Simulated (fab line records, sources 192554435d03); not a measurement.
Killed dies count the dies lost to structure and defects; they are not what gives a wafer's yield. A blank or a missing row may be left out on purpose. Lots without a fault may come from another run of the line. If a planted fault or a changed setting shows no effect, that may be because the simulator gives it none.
fab line records	flow n5Finfet
record lots=5	wafers=15	lastDay=16
route steps=1938 shown ZERO_LAYER@2 WELL_APT@20 BEOL_M4@1111 PASSIVATION@1936
lots untouched by any fault: they come from a run of this same line in which no faults occurred
startH: hours from the record's opening day to when the first of the lot's shown wafers began	waitH: hours since the lot's step before	" repeats the value in the row above	L1.1+2: one row covering several wafers at once	- no value present, or no start provided	* or withheld: withheld	< > ~ a bound
route shown NAME@n: a module of which the file shows steps, and the number in the route of the first	usual: mean/standard deviation taken from wafers without a fault	same: alike in all rows	chamber/n: place in a boat	sites: each site's reading	_std_site: their standard deviation	_edge_site: the outer-site mean with the inner-site mean subtracted	radiusMm: how far each site lies from the wafer's centre	mask NAME#n: copy n	behind: the last tool/chamber to shape the wafer	hold: why the lot went on hold/how many hours it stayed there/how the hold came to an end	device: names the non-switching transistor (n, p or np)	end of line: tests of these same wafers at the route's end	where a step has no rows: the recipe by itself	killed: not the wafer's yield, but the dies lost to structure and defects at the first sort	map: shows each die of a wafer: x if killed, . if not, _ if none is there
set.NAME: the run value of the setting; set.NAME@STEP: its run value at that earlier step	model.NAME: the simulator's own value behind a step, which no gauge read
certain route steps with their lots: each step a table, each wafer a row
services: from which hour (startH, from the record's first day; less than 0 if before it) a tool's chamber was out of use, for how many hours, and why
## steps
# step N5_ZERO_LAYER_PRECLEAN_00
# recipe chemistry=SPM	timeS=600	tempC=120	mix=4:1
# step N5_ZERO_LAYER_SRD_01
# recipe timeS=30	tempC=23	rinseLiquid=diw	dry=n2Spin	spinRpm=1500	dryTimeS=30
# step N5_ZERO_LAYER_PECVD_02
# recipe material=SiO2	targetThkA=100	tempC=400	precursor=SiH4/N2O	pressureTorr=0.75	rfW=275	timeS=6
# usual heaterPowerW=766/89	showerheadPlenumPTorr=8.11/0.12	susceptorTempC=399.97/0.2
lot.wafer	tool	chamber	startH	waitH	heaterPowerW	showerheadPlenumPTorr	susceptorTempC	model.SiO2_of_ZERO_LAYER_PECVD_02.thkNm
L662.1	pecvd-04	0	54.32	0.0	615	7.97	399.94	9.933
L662.5	"	0	"	"	613	7.99	399.96	10.11
L662.6	"	1	"	"	726	8.34	400.01	10.12
L663.2	pecvd-03	1	60.30	0.0	915	8.18	399.59	10.08
L663.3	"	0	"	"	709	8.07	399.92	10.03
L663.6	"	2	"	"	707	7.91	400.27	10.16
L670.3	pecvd-03	1	102.28	0.0	902	8.20	399.72	15.21
L670.4	"	0	"	"	794	8.10	399.92	10.06
L670.5	"	1	"	"	876	8.19	400.18	15.6
L671.2	pecvd-03	1	108.28	0.0	777	8.18	399.90	15.51
L671.3	"	2	"	"	604	7.91	400.07	9.874
L671.6	"	1	"	"	756	8.19	399.71	15.71
L672.1	pecvd-03	1	114.30	0.0	881	8.18	399.95	15.28
L672.2	"	2	"	"	590	7.88	399.79	9.815
L672.6	"	2	"	"	593	7.91	399.72	10.04
# step N5_ZERO_LAYER_HMDS_04
# recipe timeS=60	tempC=120
# step N5_ZERO_LAYER_COAT_05
# recipe spinRpm=1500	resistThkNm=1000
# step N5_ZERO_LAYER_EBR_07
# recipe solvent=PGMEA	ebrWidthMm=1.5
# step N5_ZERO_LAYER_SOFTBAKE_06
# recipe tempC=100	timeS=90
# step N5_ZERO_LAYER_EXPOSE_08
# recipe maskId=ZERO	na=0.55	sourceShape=conventional	sigmaOuter=0.8	polarization=unpolarized	defocusNm=0	targetCdNm=2000	doseMj=16.2
# step N5_ZERO_LAYER_PEB_09
# recipe pebTempC=withheld	pebTimeS=*
# step N5_ZERO_LAYER_DEVELOP_10
# recipe developTimeS=60	rinseLiquid=diw	dry=airSpin	devTempC=21
# step N5_ZERO_LAYER_HARDBAKE_23
# recipe tempC=130	timeS=120
# step N5_ZERO_LAYER_DESCUM_16
# recipe chemistry=O2	timeS=7.9	sourcePowerW=50	biasPowerW=20	pressureMtorr=20	rfFrequencyHz=2.712e+07	tempC=40	o2FlowSccm=225
# step N5_ZERO_LAYER_ETCH_17
# recipe chemistry=CF4	target=SiO2	targetDepthA=120	timeS=13.3	ionEnergyEv=350	pressureMtorr=40	sourceW=450	biasW=215	Ar_flow_sccm=100	cf4FlowSccm=100
# step N5_ZERO_LAYER_ETCH_18
# recipe chemistry=HBr/Cl2	target=Si	targetDepthA=1200	timeS=40	pressureMtorr=10	icpW=800	biasW=75	HBr_flow_sccm=150	Cl2_flow_sccm=80
# step N5_ZERO_LAYER_STRIP_24
# recipe chemistry=O2	powerW=1000	tempC=250	overashFraction=0.3	pressureMtorr=1000	o2FlowSccm=6750
# step N5_ZERO_LAYER_STRIP_19
# recipe chemistry=SPM	timeS=900	tempC=130	h2so4H2o2VolRatio=4	dry=ipaMarangoni
# step N5_WELL_APT_HMDS_01
# recipe timeS=60	tempC=120
# step N5_WELL_APT_COAT_02
# recipe spinRpm=1357	resistThkNm=950
# step N5_WELL_APT_EBR_04
# recipe solvent=PGMEA	ebrWidthMm=1.5
# step N5_WELL_APT_SOFTBAKE_03
# recipe tempC=130	timeS=60
# step N5_WELL_APT_EXPOSE_05
# recipe maskId=NWELL	na=0.8	sourceShape=conventional	sigmaOuter=0.8	polarization=unpolarized	defocusNm=0	targetCdNm=200	doseMj=20.3
# step N5_WELL_APT_PEB_06
# recipe pebTempC=130	pebTimeS=90
# step N5_WELL_APT_DEVELOP_07
# recipe developTimeS=45	rinseLiquid=surfactantRinse	dry=airSpin	devTempC=21
# step N5_WELL_APT_HARDBAKE_12
# recipe tempC=130	timeS=120
# step N5_WELL_APT_DESCUM_13
# recipe chemistry=O2	timeS=7.9	sourcePowerW=50	biasPowerW=20	pressureMtorr=20	rfFrequencyHz=2.712e+07	tempC=40	o2FlowSccm=225
# step N5_WELL_APT_IMPLANT_14
# recipe species=P	energyKev=160	doseCm2=1.5e+13	tiltDeg=0	rotationDeg=0
# step N5_WELL_APT_IMPLANT_15
# recipe species=As	energyKev=25	doseCm2=1.5e+13	tiltDeg=0	rotationDeg=0
# step N5_BEOL_M4_RC_MEAS_101
# usual CJ_N=4.33/0.091	CJ_P=5.78/0.18	DIBL_N=36.2/1.7	DIBL_P=36.6/1.9	IOFF_N=0.16/0.032	IOFF_P=0.21/0.037	ION_N=675/12	ION_P=460/8.1	RS_PWELL=3015/21	SS_N=71.4/0.58	SS_P=73.4/0.64	VT_N=249/3.2	VT_P=-252/3.4
lot.wafer	tool	chamber	startH	waitH	CJ_N	CJ_P	DIBL_N[mV/V]	DIBL_P[mV/V]	IOFF_N[nA/um]	IOFF_P[nA/um]	ION_N[uA/um]	ION_P[uA/um]	RS_PWELL[ohm/sq]	SS_N[mV/dec]	SS_P[mV/dec]	VT_N[mV]	VT_P[mV]
L663.2	prober-01	0	203.26	0.2	4.44	5.64	39.7	40.2	0.27	0.32	696	474	3043	72.4	75.4	243	-244
L663.3	"	0	"	"	4.57	5.62	37.5	36.5	0.21	0.23	685	465	3030	71.5	73.7	245	-251
L663.6	"	0	"	"	4.45	5.70	38.0	38.5	0.23	0.28	685	469	3029	71.1	74.2	241	-242
L662.1	prober-02	0	203.41	0.0	4.21	5.64	37.6	40.9	0.19	0.25	684	463	2998	72.0	74.5	245	-250
L662.5	"	0	"	"	4.26	5.72	34.9	36.2	0.13	0.17	662	452	3004	71.2	73.4	254	-254
L662.6	"	0	"	"	4.44	5.66	39.3	41.3	0.21	0.25	681	456	3043	71.8	74.5	247	-249
L670.3	prober-01	0	249.40	0.3	4.68	4.97	33.2	34.8	0.13	0.15	660	442	3098	70.4	73.4	251	-258
L670.4	"	0	"	"	4.36	5.74	37.5	39.1	0.20	0.20	670	447	3007	71.5	73.7	249	-258
L670.5	"	0	"	"	4.77	5.52	30.8	31.7	0.10	0.12	656	442	3094	70.4	72.2	253	-261
L672.1	prober-02	0	263.78	0.0	4.74	4.82	34.9	36.7	0.14	0.19	677	464	3112	71.9	73.1	252	-253
L672.2	"	0	"	"	4.43	5.58	36.7	37.1	0.16	0.20	683	464	3001	71.8	73.5	247	-254
L672.6	"	0	"	"	4.47	5.65	35.1	35.6	0.14	0.17	674	461	3022	71.2	72.6	250	-254
L671.2	prober-01	0	265.67	0.2	4.73	5.39	34.8	34.0	0.13	0.16	652	446	3084	70.4	72.7	253	-257
L671.3	"	0	"	"	4.26	5.57	33.0	32.7	0.12	0.15	658	450	3026	71.1	73.0	255	-255
L671.6	"	0	"	"	4.71	5.28	34.7	34.4	0.14	0.17	653	445	3107	70.6	72.8	254	-255
# step N5_PASSIVATION_PROBE_49
# usual defectLimitedYield=91.3/1.5	killed_at_M0_to_M3=35/10	killed_at_M4_up=12/4.6	killedAtContacts=13/6.6	killedAtFrontEnd=39/11	killedAtOther=4/3.4	killedDies=103/17	killedOpen=67/13	killedShort=35/8.2	sort_bin_5_function=5.1/0.94	sort_bin_6_memory=3.2/0.7	sort_bin_8_speed=0.00/0.03	sortNPass=1077/17	sortYieldPct=91.3/1.5
# same grossDies=1180	killedAtBackSide=0	sort_bin_4_leakage[%]=0
lot.wafer	tool	chamber	startH	waitH	defectLimitedYield[%]	killed_at_M0_to_M3	killed_at_M4_up	killedAtContacts	killedAtFrontEnd	killedAtOther	killedDies	killedOpen	killedShort	sort_bin_5_function[%]	sort_bin_6_memory[%]	sort_bin_8_speed[%]	sortNPass	sortYieldPct[%]
L662.1	prober-01	-	298.48	0.0	92.2	32	6	5	47	2	92	60	31	4.4	3.1	0	1088	92.2
L662.5	prober-01	-	298.68	0.2	91.9	31	11	12	33	8	95	60	35	5.3	2.6	0	1085	91.9
L662.6	prober-01	-	298.73	0.3	92.2	42	4	9	35	2	92	65	26	4.7	2.7	0	1088	92.2
L663.2	prober-01	-	310.35	0.1	90.7	33	14	15	46	2	110	61	49	6.0	2.9	0	1070	90.7
L663.3	prober-01	-	310.40	0.1	89.7	45	11	14	49	2	121	83	33	5.6	4.2	0	1059	89.7
L663.6	prober-01	-	310.55	0.3	90.6	36	14	20	38	3	111	81	30	5.8	3.2	0	1069	90.6
# killed by level:class
L662.1 STI_FIN_REVEAL:geometricParticle:open=13 BEOL_M1:geometricParticle:open=9 FIN_SAQP:geometricParticle:open=7 BEOL_M0_SAQP:geometricParticle:short=6 STI_FIN_REVEAL:geometricParticle:short=5 DUMMY_GATE:geometricParticle:open=5 FIN_SAQP:geometricParticle:short=4 STARTING-WAFER:geometricParticle:short=4
L662.5 MOL_CONTACT_COAG:geometricParticle:open=10 BEOL_M3:geometricParticle:open=9 FIN_SAQP:geometricParticle:short=7 FIN_SAQP:geometricParticle:open=6 BEOL_M1:geometricParticle:short=5 BEOL_M2:geometricParticle:open=5 STARTING-WAFER:geometricParticle:short=5 STARTING-WAFER:geometricParticle:open=5
L662.6 STI_FIN_REVEAL:geometricParticle:open=14 BEOL_M1:geometricParticle:open=12 BEOL_M0_SAQP:geometricParticle:open=8 BEOL_M3:geometricParticle:open=7 MOL_CONTACT_COAG:geometricParticle:open=7 FIN_SAQP:geometricParticle:short=6 BEOL_M0_SAQP:geometricParticle:short=6 FIN_SAQP:geometricParticle:open=5
L663.2 MOL_CONTACT_COAG:geometricParticle:open=11 BEOL_M0_SAQP:geometricParticle:short=10 FIN_SAQP:geometricParticle:open=8 GATE_CUT:geometricParticle:short=8 FIN_SAQP:geometricParticle:short=7 STI_FIN_REVEAL:geometricParticle:open=7 BEOL_M0_SAQP:geometricParticle:open=6 BEOL_M3:geometricParticle:open=5
L663.3 BEOL_M2:geometricParticle:open=17 MOL_CONTACT_COAG:geometricParticle:open=12 FIN_SAQP:geometricParticle:short=9 BEOL_M3:geometricParticle:open=8 FIN_SAQP:geometricParticle:open=7 STI_FIN_REVEAL:geometricParticle:open=7 BEOL_M0_SAQP:geometricParticle:open=7 GATE_CUT:geometricParticle:short=5
L663.6 MOL_CONTACT_COAG:geometricParticle:open=16 BEOL_M4:geometricParticle:open=10 BEOL_M2:geometricParticle:open=10 FIN_SAQP:geometricParticle:open=8 STI_FIN_REVEAL:geometricParticle:open=8 FIN_SAQP:geometricParticle:short=6 BEOL_M1:geometricParticle:short=6 BEOL_M0_SAQP:geometricParticle:open=5
## services
tool	chamber	startH	hours	kind
pecvd-03	0	64.13	2.1	scheduledDown
pecvd-03	2	67.09	6.4	repair
pecvd-04	2	80.49	10.2	repair
## key
firstSign step=N5_BEOL_M4_RC_MEAS_101	reading=CJ_N	direction=up	sigmas=4.4	usual=4.33	struck=4.73
effect step=N5_BEOL_M4_RC_MEAS_101	reading=RS_PWELL	direction=up	sigmas=4	usual=3015	struck=3099
effect step=N5_BEOL_M4_RC_MEAS_101	reading=CJ_P	direction=down	sigmas=3.2	usual=5.78	struck=5.20
modelEffect step=N5_ZERO_LAYER_PECVD_02	value=SiO2_of_ZERO_LAYER_PECVD_02.thkNm	without=9.992	struck=15.46
metAt N5_ZERO_LAYER_PECVD_02
struckWafers L670.3,L670.5,L671.2,L671.6,L672.1
onsetBetween 60.30 102.28
fault kind=processParameterDrift	tool=pecvd-03	chamber=1	onsetH=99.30	steps=N5_ZERO_LAYER_PECVD_02	channel=targetThkA	offset=*	shape=step	endH=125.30	actsIn=*	stated=*
